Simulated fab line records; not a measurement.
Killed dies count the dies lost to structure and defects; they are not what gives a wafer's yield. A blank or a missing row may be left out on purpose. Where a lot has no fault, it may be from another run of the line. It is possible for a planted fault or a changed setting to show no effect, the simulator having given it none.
A lot that was struck, set against a sound lot | flow n5 finfet | 13 out of 1938 route steps
Sound: the wafers L918.1, L918.4, L918.5. The struck wafers were L928.1, L928.2, L928.3. Last of all comes the cause.
For every step that has rows: the tool of each side, followed by ch and its chambers, followed by its first start. Under that, the readings that differ: sound wafers | struck wafers | difference of the means | sigmas: that difference in standard deviations of wafers without a fault.
alike: words and numbers the same on both sides, and readings whose means are apart by under 2 such deviations; not compared: readings that were withheld, readings missing a value for some wafer, numbers with overlapping values and no deviation given by the record, and bounds like >300 which may hide the same value.
Wherever a step has rows on one side only, a row that says differs or no value, or a row with sigmas, the two part there. When numbers do not overlap yet have no deviation, they are printed without sigmas and do not part them. Lack of a reading on every wafer of one side parts them only where that side has two or more wafers.

first, 9 steps without rows for these wafers: N5_BEOL_M2_DEVELOP_27 (develop time 30 s); N5_BEOL_M2_DESCUM_33 (chemistry O2, time 7 s); N5_BEOL_M2_ETCH_77 (etches underlayer in N2/H2, target depth 6.5 nm, time 5.2 s); N5_BEOL_M2_ETCH_69 (etches SiARC in CF4, target depth 15.6 nm, time 26 s); N5_BEOL_M2_ALD_98 (deposits SiO2, target thk 2.5 nm, pulse time 1 s, co reactant pulse time 1 s); N5_BEOL_M2_ETCHBACK_99 (etches SiO2 in CHF3, target depth 5 nm, time 10.4 s); N5_BEOL_M2_ETCH_70 (etches SOC in N2/H2, target depth 80 nm, overetch 24 nm, time 130 s); N5_BEOL_M2_STRIP_71 (strips in N2/H2); N5_BEOL_M2_STRIP_78 (strips in N2/H2).
N5_BEOL_M2_VIA_ETCH_34: etches the open film in C4F6/O2, target depth 69.4 nm, time 65.9 s.
  sound on rie diel-02 ch 0,1,3, day 8 14:20; struck on rie diel-05 ch 0,2,3, day 11 11:07
  no value came back on the struck wafers for any of 8 readings (C4F6_flow_sccm (sccm), O2_flow_sccm (sccm) and others); on the sound wafers C4F6_flow_sccm (sccm) reads 9.979 9.985 9.976
  reading                                    | sound          | struck     | difference | sigmas
  model.SOC_of_BEOL_M2_COAT_67.thk nm (nm)   | 52.2 51.8 52.2 | 60 60 59.8 | +8         |
  model.SiARC_of_BEOL_M2_COAT_68.thk nm (nm) | 0 0 0          | 6.2 6 6    | +6.1       |
  not compared: rf hours counter h
then, 1 step without rows for these wafers: N5_BEOL_M2_STRIP_83 (strips in C4F6/O2).
N5_BEOL_M4_RC_MEAS_101:
  the record has rows for the sound wafers here (prober-02 ch 0, day 9 18:12) and none for the struck ones
-- record jumps: 6 days separate the struck wafers' starts on either side; left off in module BEOL_M4, taken up again in module PASSIVATION, whose first shown step is the route's number 1936 --
N5_PASSIVATION_PROBE_49:
  sound on prober-02 at day 13 20:41; struck on prober-01 at day 17 11:44
  reading                  | sound     | struck         | difference | sigmas
  defect limited yield (%) | 92.8 92.7 | 0 0 0          | -93        | -58
  killed_at_M0_to_M3       | 31 33     | 1123 1108 1120 | +1085      | +99
  killed dies              | 85 86     | 1180 1180 1180 | +1094      | +58
  killed on rim            | 8 14      | 152 152 152    | +141       | +34
  sort_bin_5_function (%)  | 3.9 4.7   | 96.5 96.7 96.1 | +92.1      | +92
  sort n pass              | 1095 1094 | 0 0 0          | -1094      | -58
  sort yield pct (%)       | 92.8 92.7 | 0 0 0          | -93        | -58
  alike: killed_at_M4_up, killed at contacts, killed at front end, killed at other, killed open, killed short, sort_bin_6_memory

WHERE THEY PART
First at N5_BEOL_M2_VIA_ETCH_34; last, within this record, at N5_PASSIVATION_PROBE_49.

WHY: whatever the simulator had introduced
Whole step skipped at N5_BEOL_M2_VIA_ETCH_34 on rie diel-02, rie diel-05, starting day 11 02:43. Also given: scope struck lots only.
